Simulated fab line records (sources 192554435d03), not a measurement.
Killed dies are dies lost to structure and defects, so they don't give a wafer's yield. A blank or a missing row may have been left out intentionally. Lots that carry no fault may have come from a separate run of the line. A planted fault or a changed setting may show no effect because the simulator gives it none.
fab line records	flow n5-finfet	part 1 of 2: steps 1 to 24 of 30
record lots=5	wafers=15	last-day=16
route steps=1938 shown SD_EPI_N@287 SD_EPI_P@295
lots that met no fault: taken from a fault-free run of the same line
start-h: start of the lot's first displayed wafer, in hours after the record's first day	wait-h: hours from the lot's prior step to this one	" same as the row above	L1.1+2: a row that stands for several wafers	- value missing, or start not given	* or withheld: withheld	< > ~ a bound
route shown NAME@n: a module of which the file shows steps, and the number in the route of the first	usual: mean and standard deviation over wafers with no fault	same: alike in all rows	chamber/n: place in a boat	sites: readings site by site	_std_site: standard deviation of those values	_edge_site: mean of outer sites minus mean of inner sites	radius-mm: for every site, how far away it sits from the centre of the wafer	mask NAME#n: copy n	behind: the most recent tool/chamber to have shaped the wafer	hold: why the lot was held/for how many hours/how that ended	device: the transistor (n, p or np) that didn't switch	end of line: at the end of the route, the tests of the same wafers	a step without rows: its recipe alone	killed: count of dies lost to structure and defects at first sort (not the wafer's yield)	map: the dies of a wafer, with x for killed, . for not killed, _ for no die there
set.NAME: the setting the step ran with; set.NAME@STEP: the setting that earlier step ran with	model.NAME: the simulator's own value behind a step, which no gauge read
a table for each step, a row for each wafer; lots at some steps of the route
services: a tool's chamber out of use, with start hour (start-h, from the record's first day; less than 0 if before it), hours out, and reason
## steps
# step N5_SD_EPI_N_VAPOR_ETCH_50
# recipe chemistry=HCl	target=Si	temp-c=775	time-s=54	pressure-torr=20	mode=isotropic
# usual lamp-inner-pct=22.3/0.37	throttle-valve-pct=11.84/0.27
lot.wafer	tool	chamber	start-h	wait-h	lamp-inner-pct	throttle-valve-pct
L080.1	epi-rpcvd-02	0	90.06	0.4	22.2	12.23
L080.2	"	0	"	"	22.4	11.97
L080.4	"	0	"	"	22.3	12.03
L085.2	epi-rpcvd-02	0	119.04	0.4	22.3	12.06
L085.4	"	0	"	"	22.5	12.06
L085.6	"	0	"	"	22.1	11.90
L088.2	epi-rpcvd-01	0	135.01	0.5	22.1	11.72
L088.3	"	0	"	"	21.9	11.94
L088.5	"	0	"	"	21.9	12.00
L091.1	epi-rpcvd-04	0	153.39	0.3	22.9	11.37
L091.3	"	0	"	"	22.5	11.68
L091.4	"	0	"	"	23.3	11.81
L093.2	epi-rpcvd-04	0	166.61	0.3	22.9	11.28
L093.5	"	0	"	"	22.9	11.43
L093.6	"	0	"	"	22.9	11.39
# step N5_SD_EPI_N_EPI_21
# recipe material=Si:P	dopant=P	temp-c=680	pressure-torr=255	time-s=690
# usual lamp-inner-pct=16.76/0.27
lot.wafer	tool	chamber	start-h	wait-h	lamp-inner-pct
L080.1	epi-rpcvd-02	0	90.30	0.2	16.59
L080.2	"	0	"	"	16.60
L080.4	"	0	"	"	16.72
L085.2	epi-rpcvd-02	0	119.61	0.5	16.68
L085.4	"	0	"	"	16.67
L085.6	"	0	"	"	16.62
L088.2	epi-rpcvd-01	0	135.78	0.7	16.64
L088.3	"	0	"	"	16.50
L088.5	"	0	"	"	16.70
L091.1	epi-rpcvd-04	0	153.57	0.1	16.95
L091.3	"	0	"	"	17.24
L091.4	"	0	"	"	17.05
L093.2	epi-rpcvd-04	0	167.04	0.4	17.17
L093.5	"	0	"	"	17.12
L093.6	"	0	"	"	17.12
# step N5_SD_EPI_N_EPI_MEAS_23
# recipe mode=xrd
# usual thk-nm=58.8/1.2
lot.wafer	tool	chamber	start-h	wait-h	thk-nm
L080.1	film-metro-02	-	92.58	1.9	57.0
L080.2	"	-	"	"	61.3
L080.4	"	-	"	"	60.9
L085.2	film-metro-02	-	121.52	1.5	58.7
L085.4	"	-	"	"	58.7
L085.6	"	-	"	"	59.2
L088.2	film-metro-01	-	138.31	2.0	56.8
L088.3	"	-	"	"	59.4
L088.5	"	-	"	"	58.7
L091.1	film-metro-01	-	155.28	1.4	60.1
L091.3	"	-	"	"	58.2
L091.4	"	-	"	"	58.9
L093.2	film-metro-01	-	168.48	1.2	60.6
L093.5	"	-	"	"	60.3
L093.6	"	-	"	"	59.3
# step N5_SD_EPI_N_PRECLEAN_24
# recipe chemistry=O3/DIW	time-s=60	temp-c=22	o3-ppm=10
# usual o3-ppm=9.99/0.084
lot.wafer	tool	chamber	start-h	wait-h	o3-ppm
L080.1	wet-bench-05	7	92.62	0.0	10.01
L080.2	"	3	"	"	9.93
L080.4	"	6	"	"	10.09
L085.2	wet-bench-01	0	121.55	0.0	9.91
L085.4	"	6	"	"	10.01
L085.6	"	1	"	"	10.06
L088.2	wet-bench-05	5	138.34	0.0	9.93
L088.3	"	6	"	"	9.91
L088.5	"	7	"	"	9.99
L091.1	wet-bench-01	2	155.32	0.0	9.97
L091.3	"	4	"	"	10.02
L091.4	"	6	"	"	10.08
L093.2	wet-bench-01	2	168.51	0.0	9.92
L093.5	"	5	"	"	9.87
L093.6	"	3	"	"	10.03
# step N5_SD_EPI_N_SRD_25
# recipe time-s=30	temp-c=23	rinse-liquid=diw	dry=ipa-marangoni
lot.wafer	tool	chamber	start-h	wait-h
L080.1+2+4	wet-bench-05	7,3,6	92.64	0.0
L085.2+4+6	wet-bench-01	0,6,1	121.59	0.0
L088.2+3+5	wet-bench-05	5,6,7	138.36	0.0
L091.1+3+4	wet-bench-01	2,4,6	155.34	0.0
L093.2+5+6	wet-bench-01	2,5,3	168.53	0.0
# step N5_SD_EPI_N_PRECLEAN_49
# recipe chemistry=NF3:NH3	afs-cycles=1	temp-c=30	time-s=20	sublimation-temp-c=180	sublimation-time-s=60	pressure-torr=3	rf-power-w=30
lot.wafer	tool	chamber	start-h	wait-h
L080.1+2+4	remote-plasma-01	1	92.68	0.0
L085.2+4+6	remote-plasma-02	1	121.68	0.1
L088.2+3+5	remote-plasma-02	1	138.44	0.1
L091.1+3+4	remote-plasma-02	0	155.39	0.0
L093.2+5+6	remote-plasma-01	0	168.61	0.1
# step N5_SD_EPI_N_LINER_46
# recipe material=SiNx	target-thk-a=30	temp-c=400	ald-precursor-family=SiH2I2	ald-co-reactant=N2/H2-plasma	pressure-torr=2
# usual heater-power-w=881/70
lot.wafer	tool	chamber	start-h	wait-h	heater-power-w
L080.1	ald-sin-04	1	93.03	0.3	859
L080.2	"	3	"	"	939
L080.4	"	0	"	"	950
L085.2	ald-sin-04	0	121.85	0.1	921
L085.4	"	3	"	"	926
L085.6	"	2	"	"	860
L088.2	ald-sin-03	1	138.94	0.5	907
L088.3	"	2	"	"	746
L088.5	"	0	"	"	892
L091.1	ald-sin-04	3	156.82	1.4	940
L091.3	"	1	"	"	867
L091.4	"	2	"	"	864
L093.2	ald-sin-01	0	168.78	0.1	823
L093.5	"	3	"	"	719
L093.6	"	0	"	"	831
# step N5_SD_EPI_N_INSPECT_26
# recipe inspect-instrument=darkfield	mode=post-epi
# usual raw-defect-count=196/37
lot.wafer	tool	chamber	start-h	wait-h	raw-defect-count
L080.1	defect-inspect-01	-	93.28	0.1	189
L080.2	"	-	"	"	244
L080.4	"	-	"	"	289
L085.2	defect-inspect-01	-	122.11	0.1	218
L085.4	"	-	"	"	160
L085.6	"	-	"	"	162
L088.2	defect-inspect-01	-	139.19	0.1	232
L088.3	"	-	"	"	219
L088.5	"	-	"	"	283
L091.1	defect-inspect-02	-	157.07	0.1	193
L091.3	"	-	"	"	190
L091.4	"	-	"	"	162
L093.2	defect-inspect-02	-	169.03	0.1	191
L093.5	"	-	"	"	265
L093.6	"	-	"	"	188
# step N5_SD_EPI_P_COAT_34
# recipe resist=SOC	temp-c=250	time-s=60	spin-rpm=1500	resist-thk-nm=350
lot.wafer	tool	chamber	start-h	wait-h
L080.1+2+4	litho-track-01	0	93.32	0.0
L085.2+4+6	litho-track-05	0	122.14	0.0
L088.2+3+5	litho-track-04	0	139.23	0.0
L091.1+3+4	litho-track-05	0	157.11	0.0
L093.2+5+6	litho-track-01	0	169.06	0.0
# step N5_SD_EPI_P_COAT_35
# recipe resist=SiARC	temp-c=220	time-s=60	spin-rpm=1500	resist-thk-nm=35
lot.wafer	tool	chamber	start-h	wait-h
L080.1+2+4	litho-track-01	0	-	-
L085.2+4+6	litho-track-05	0	-	-
L088.2+3+5	litho-track-04	0	-	-
L091.1+3+4	litho-track-05	0	-	-
L093.2+5+6	litho-track-01	0	-	-
# step N5_SD_EPI_P_COAT_03
# recipe resist=CAR-ArF-block	spin-rpm=1500	resist-thk-nm=150
lot.wafer	tool	chamber	start-h	wait-h
L080.1+2+4	litho-track-01	0	-	-
L085.2+4+6	litho-track-05	0	-	-
L088.2+3+5	litho-track-04	0	-	-
L091.1+3+4	litho-track-05	0	-	-
L093.2+5+6	litho-track-01	0	-	-
# step N5_SD_EPI_P_EBR_05
# recipe solvent=PGMEA	ebr-width-mm=1.5
lot.wafer	tool	chamber	start-h	wait-h
L080.1+2+4	litho-track-01	0	-	-
L085.2+4+6	litho-track-05	0	-	-
L088.2+3+5	litho-track-04	0	-	-
L091.1+3+4	litho-track-05	0	-	-
L093.2+5+6	litho-track-01	0	-	-
# step N5_SD_EPI_P_SOFTBAKE_04
# recipe temp-c=110	time-s=60	resist=CAR-ArF-block
lot.wafer	tool	chamber	start-h	wait-h
L080.1+2+4	litho-track-01	0	-	-
L085.2+4+6	litho-track-05	0	-	-
L088.2+3+5	litho-track-04	0	-	-
L091.1+3+4	litho-track-05	0	-	-
L093.2+5+6	litho-track-01	0	-	-
# step N5_SD_EPI_P_EXPOSE_06
# recipe mask-id=SD_P_BLK	na=1.35	source-shape=conventional	sigma-outer=0.8	polarization=unpolarized	target-cd-nm=240	dose-mj=39.5
# same na=1.35
lot.wafer	tool	chamber	start-h	wait-h	mask
L080.1+2+4	arfi-scanner-01	0	93.43	-	SD_P_BLK#0
L085.2+4+6	arfi-scanner-02	0	122.26	-	SD_P_BLK#0
L088.2+3+5	arfi-scanner-03	0	139.35	-	SD_P_BLK#0
L091.1+3+4	arfi-scanner-01	0	157.35	-	SD_P_BLK#0
L093.2+5+6	arfi-scanner-03	0	169.31	-	SD_P_BLK#0
# step N5_SD_EPI_P_PEB_07
# recipe peb-temp-c=110	peb-time-s=60	resist=CAR-ArF-block
lot.wafer	tool	chamber	start-h	wait-h
L080.1+2+4	litho-track-01	0	93.49	0.1
L085.2+4+6	litho-track-04	0	122.31	0.0
L088.2+3+5	litho-track-04	0	139.40	0.0
L091.1+3+4	litho-track-01	0	157.41	0.1
L093.2+5+6	litho-track-01	0	169.36	0.0
# step N5_SD_EPI_P_DEVELOP_08
# recipe develop-time-s=30	developer=TMAH	resist=CAR-ArF-block	dev-temp-c=23	rinse-liquid=diw	dry=air-spin
lot.wafer	tool	chamber	start-h	wait-h
L080.1+2+4	litho-track-01	0	-	-
L085.2+4+6	litho-track-04	0	-	-
L088.2+3+5	litho-track-04	0	-	-
L091.1+3+4	litho-track-01	0	-	-
L093.2+5+6	litho-track-01	0	-	-
# step N5_SD_EPI_P_CD_MEAS_09
# recipe target-cd-nm=240	landing-energy-ev=500	detector=se-inlens
# usual cd-nm=240.1/0.68
lot.wafer	tool	chamber	start-h	wait-h	cd-nm
L080.1	cd-sem-02	0	93.56	-	239.5
L080.2	"	0	"	"	240.1
L080.4	"	0	"	"	239.2
L085.2	cd-sem-03	0	122.38	-	239.7
L085.4	"	0	"	"	238.8
L085.6	"	0	"	"	240.4
L088.2	cd-sem-03	0	139.47	-	239.5
L088.3	"	0	"	"	240.6
L088.5	"	0	"	"	239.7
L091.1	cd-sem-01	0	157.47	-	238.9
L091.3	"	0	"	"	239.5
L091.4	"	0	"	"	239.5
L093.2	cd-sem-02	0	169.43	-	240.9
L093.5	"	0	"	"	240.4
L093.6	"	0	"	"	241.2
# step N5_SD_EPI_P_OVL_MEAS_10
# recipe points-per-wafer=44
# usual SD_P_BLK_OVL=0.3/0.71
lot.wafer	tool	chamber	start-h	wait-h	SD_P_BLK_OVL[nm]
L080.1	overlay-01	0	93.59	0.0	-0.3
L080.2	"	0	"	"	-0.1
L080.4	"	0	"	"	0.2
L085.2	overlay-02	0	122.42	0.0	0.0
L085.4	"	0	"	"	0.9
L085.6	"	0	"	"	1.8
L088.2	overlay-01	0	139.50	0.0	-0.2
L088.3	"	0	"	"	-0.2
L088.5	"	0	"	"	0.5
L091.1	overlay-01	0	157.50	0.0	0.4
L091.3	"	0	"	"	0.0
L091.4	"	0	"	"	-0.5
L093.2	overlay-01	0	169.46	0.0	0.5
L093.5	"	0	"	"	-0.4
L093.6	"	0	"	"	0.9
# step N5_SD_EPI_P_INSPECT_11
# recipe mode=adi	inspect-instrument=macro
# usual raw-defect-count=2.3/1.4
lot.wafer	tool	chamber	start-h	wait-h	raw-defect-count
L080.1	defect-inspect-02	-	93.61	0.0	2
L080.2	"	-	"	"	2
L080.4	"	-	"	"	1
L085.2	defect-inspect-02	-	122.44	0.0	2
L085.4	"	-	"	"	3
L085.6	"	-	"	"	1
L088.2	defect-inspect-02	-	139.52	0.0	2
L088.3	"	-	"	"	1
L088.5	"	-	"	"	3
L091.1	defect-inspect-02	-	157.53	0.0	0
L091.3	"	-	"	"	3
L091.4	"	-	"	"	4
L093.2	defect-inspect-01	-	169.48	0.0	1
L093.5	"	-	"	"	0
L093.6	"	-	"	"	3
# step N5_SD_EPI_P_DESCUM_14
# recipe chemistry=O2	time-s=7.9	source-power-w=50	bias-power-w=20	pressure-mtorr=20	rf-frequency-hz=2.712e+07	temp-c=40	resist=CAR-ArF-block	o2-flow-sccm=225
# usual drypump-motor-current-A=5.8/0.43	o2-flow-sccm=225.0/0.62	oes-product-au=0.75/0.068	rf-vpp-V=242.9/1.3	showerhead-plenum-p-Torr=2.07/0.068	throttle-valve-pct=20.37/0.25
lot.wafer	tool	chamber	start-h	wait-h	drypump-motor-current-A	o2-flow-sccm	oes-product-au	rf-hours-counter-h	rf-vpp-V	showerhead-plenum-p-Torr	throttle-valve-pct
L080.1	rie-diel-04	0	93.65	0.0	5.6	224.8	0.71	178	243.7	2.08	20.70
L080.2	"	2	"	"	5.7	226.1	0.69	223	242.5	2.06	20.52
L080.4	"	1	"	"	6.1	225.2	0.77	133	246.0	2.19	20.25
L085.2	rie-diel-04	2	122.48	0.0	5.7	224.5	0.68	231	243.0	2.06	20.55
L085.4	"	0	"	"	5.6	225.3	0.72	185	242.1	2.08	20.71
L085.6	"	0	"	"	5.6	225.6	0.72	-	242.6	2.08	20.70
L088.2	rie-diel-02	0	139.56	0.0	5.7	224.8	0.76	130	244.3	2.10	20.60
L088.3	"	2	"	"	5.2	224.1	0.68	249	242.7	2.07	20.36
L088.5	"	0	"	"	5.7	225.2	0.75	-	242.8	2.10	20.61
L091.1	rie-diel-03	3	157.56	0.0	6.2	225.3	0.80	98	241.9	2.02	20.41
L091.3	"	1	"	"	4.7	224.7	0.66	247	244.0	2.14	20.51
L091.4	"	0	"	"	6.1	223.8	0.76	170	242.3	2.01	20.59
L093.2	rie-diel-04	2	169.52	0.0	5.7	225.6	0.67	245	243.1	2.05	20.58
L093.5	"	3	"	"	5.9	225.2	0.72	-	242.4	2.07	20.60
L093.6	"	0	"	"	5.6	224.5	0.70	-	242.8	2.07	20.73
# step N5_SD_EPI_P_ETCH_36
# recipe chemistry=CF4	target=SiARC	target-depth-a=455	mask-material=CAR-ArF-block	time-s=75.8	ion-energy-ev=80	pressure-mtorr=40	source-w=545	bias-w=36	Ar_flow_sccm=100	cf4-flow-sccm=100	ends=cleared
# usual drypump-motor-current-A=5.8/0.43	etch-rf-on-time-s=76.1/1.3	mfc-ar-sccm=100.01/0.3	oes-product-au=0.64/0.058	rf-vpp-V=183.8/1.2	showerhead-plenum-p-Torr=2.12/0.067	throttle-valve-pct=15.60/0.24
lot.wafer	tool	chamber	start-h	wait-h	drypump-motor-current-A	etch-rf-on-time-s	mfc-ar-sccm	oes-product-au	rf-hours-counter-h	rf-vpp-V	showerhead-plenum-p-Torr	throttle-valve-pct
L080.1	rie-diel-04	0	93.68	0.0	5.6	75.6	99.99	0.62	178	183.5	2.13	15.89
L080.2	"	2	"	"	5.7	76.4	99.85	0.59	223	183.5	2.13	15.87
L080.4	"	1	"	"	6.1	75.8	100.46	0.67	133	185.1	2.23	15.47
L085.2	rie-diel-04	2	122.51	0.0	5.7	77.8	100.27	0.58	231	185.2	2.12	15.89
L085.4	"	0	"	"	5.6	76.2	100.34	0.61	185	182.9	2.13	15.90
L085.6	"	0	"	"	5.6	75.8	99.72	0.61	-	186.1	2.13	15.91
L088.2	rie-diel-02	0	139.59	0.0	5.7	76.4	100.78	0.65	130	183.7	2.15	15.80
L088.3	"	2	"	"	5.1	76.0	100.03	0.57	249	183.5	2.10	15.55
L088.5	"	0	"	"	5.7	76.9	100.41	0.64	-	185.7	2.15	15.79
L091.1	rie-diel-03	3	157.60	0.0	6.2	76.1	99.59	0.69	98	182.7	2.08	15.57
L091.3	"	1	"	"	4.7	75.6	100.25	0.57	247	185.2	2.19	15.77
L091.4	"	0	"	"	6.1	76.6	100.10	0.64	170	183.7	2.05	15.74
L093.2	rie-diel-04	2	169.55	0.0	5.7	78.2	100.39	0.58	245	183.4	2.12	15.93
L093.5	"	3	"	"	5.8	76.5	100.40	0.62	-	184.1	2.12	15.82
L093.6	"	0	"	"	5.6	77.0	100.20	0.60	-	183.8	2.12	15.93
# step N5_SD_EPI_P_ETCH_37
# recipe chemistry=N2/H2	target=SOC	overetch-a=1080	mask-material=SiARC	temp-c=40	ion-energy-ev=100	source-w=3000	bias-w=133	pressure-mtorr=20	time-s=486	n2-flow-sccm=200	h2-flow-sccm=200	ends=end-point
# usual drypump-motor-current-A=5.8/0.43	oes-product-au=0.67/0.056	rf-vpp-V=240.3/1.3	showerhead-plenum-p-Torr=2.51/0.085	throttle-valve-pct=23.74/0.29
lot.wafer	tool	chamber	start-h	wait-h	drypump-motor-current-A	oes-product-au	rf-hours-counter-h	rf-vpp-V	showerhead-plenum-p-Torr	throttle-valve-pct
L080.1	rie-diel-04	0	93.74	0.0	5.6	0.64	178	240.4	2.53	23.96
L080.2	"	2	"	"	5.7	0.63	223	240.7	2.50	23.93
L080.4	"	1	"	"	6.1	0.70	133	241.0	2.66	23.68
L085.2	rie-diel-04	2	122.57	0.0	5.7	0.62	231	239.8	2.50	23.96
L085.4	"	0	"	"	5.6	0.64	185	240.4	2.52	23.97
L085.6	"	0	"	"	5.6	0.64	-	240.1	2.52	23.99
L088.2	rie-diel-02	0	139.65	0.0	5.7	0.68	130	240.4	2.55	24.10
L088.3	"	2	"	"	5.2	0.61	249	241.8	2.49	23.46
L088.5	"	0	"	"	5.7	0.68	-	239.8	2.55	24.09
L091.1	rie-diel-03	3	157.65	0.0	6.2	0.72	98	239.4	2.45	23.82
L091.3	"	1	"	"	4.7	0.60	247	240.9	2.59	23.78
L091.4	"	0	"	"	6.1	0.69	171	238.9	2.42	23.61
L093.2	rie-diel-04	2	169.61	0.0	5.7	0.61	245	240.5	2.49	23.96
L093.5	"	3	"	"	5.8	0.65	-	241.0	2.51	24.03
L093.6	"	0	"	"	5.6	0.63	-	241.3	2.52	24.00
# step N5_SD_EPI_P_STRIP_38
# recipe chemistry=N2/H2	temp-c=40	n2-flow-sccm=200	h2-flow-sccm=200	rf-frequency-hz=6e+07
lot.wafer	tool	chamber	start-h	wait-h
L080.1+2+4	rie-diel-04	0,2,1	94.05	0.2
L085.2+4+6	rie-diel-04	2,0,0	122.88	0.2
L088.2+3+5	rie-diel-02	0,2,0	139.96	0.2
L091.1+3+4	rie-diel-03	3,1,0	157.97	0.2
L093.2+5+6	rie-diel-04	2,3,0	169.92	0.2
# step N5_SD_EPI_P_ETCHBACK_46
# recipe chemistry=CH3F/O2	mode=anisotropic-etchback	target=SiNx	target-depth-a=175	stop-on=SiO2	over-etch-frac=0.3	ion-energy-ev=120	pressure-mtorr=30	source-w=395	bias-w=73	Ar_flow_sccm=150	CH3F_flow_sccm=30	O2_flow_sccm=20
# usual O2_flow_sccm=20.01/0.059	drypump-motor-current-A=5.8/0.43	mfc-ar-sccm=150.0/0.42	oes_ar_750_au=0.75/0.062	oes_o_777_au=0.75/0.063	oes-product-au=0.64/0.053	rf-vpp-V=296.4/2.7	showerhead-plenum-p-Torr=1.98/0.066	throttle-valve-pct=16.33/0.25
lot.wafer	tool	chamber	start-h	wait-h	O2_flow_sccm	drypump-motor-current-A	mfc-ar-sccm	oes_ar_750_au	oes_o_777_au	oes-product-au	rf-hours-counter-h	rf-vpp-V	showerhead-plenum-p-Torr	throttle-valve-pct
L080.1	rie-diel-04	0	94.06	0.0	20.01	5.6	150.1	0.71	0.72	0.61	178	296.0	1.99	16.62
L080.2	"	2	"	"	19.88	5.7	149.6	0.70	0.70	0.60	223	294.9	1.98	16.56
L080.4	"	1	"	"	20.10	6.1	150.7	0.78	0.78	0.66	133	301.9	2.09	16.18
L085.2	rie-diel-04	2	122.89	0.0	20.14	5.7	150.3	0.70	0.70	0.59	231	295.0	1.98	16.59
L085.4	"	0	"	"	19.85	5.6	150.4	0.71	0.71	0.61	185	298.9	1.99	16.63
L085.6	"	0	"	"	19.97	5.6	149.9	0.71	0.71	0.60	-	298.4	1.99	16.62
L088.2	rie-diel-02	0	139.97	0.0	20.07	5.7	149.8	0.76	0.75	0.64	130	295.3	2.02	16.55
L088.3	"	2	"	"	20.07	5.2	149.7	0.68	0.69	0.58	249	295.8	1.96	16.26
L088.5	"	0	"	"	19.97	5.7	149.6	0.75	0.75	0.65	-	296.9	2.01	16.55
L091.1	rie-diel-03	3	157.98	0.0	20.09	6.2	148.9	0.80	0.81	0.69	98	291.3	1.94	16.32
L091.3	"	1	"	"	19.93	4.7	149.8	0.67	0.67	0.57	248	298.4	2.06	16.55
L091.4	"	0	"	"	20.03	6.1	150.1	0.75	0.75	0.65	171	298.0	1.91	16.51
L093.2	rie-diel-04	2	169.93	0.0	20.04	5.7	150.1	0.69	0.69	0.58	245	296.2	1.97	16.61
L093.5	"	3	"	"	20.06	5.9	150.3	0.73	0.73	0.62	-	295.7	1.98	16.54
L093.6	"	0	"	"	20.01	5.6	149.5	0.71	0.70	0.60	-	297.9	1.98	16.66
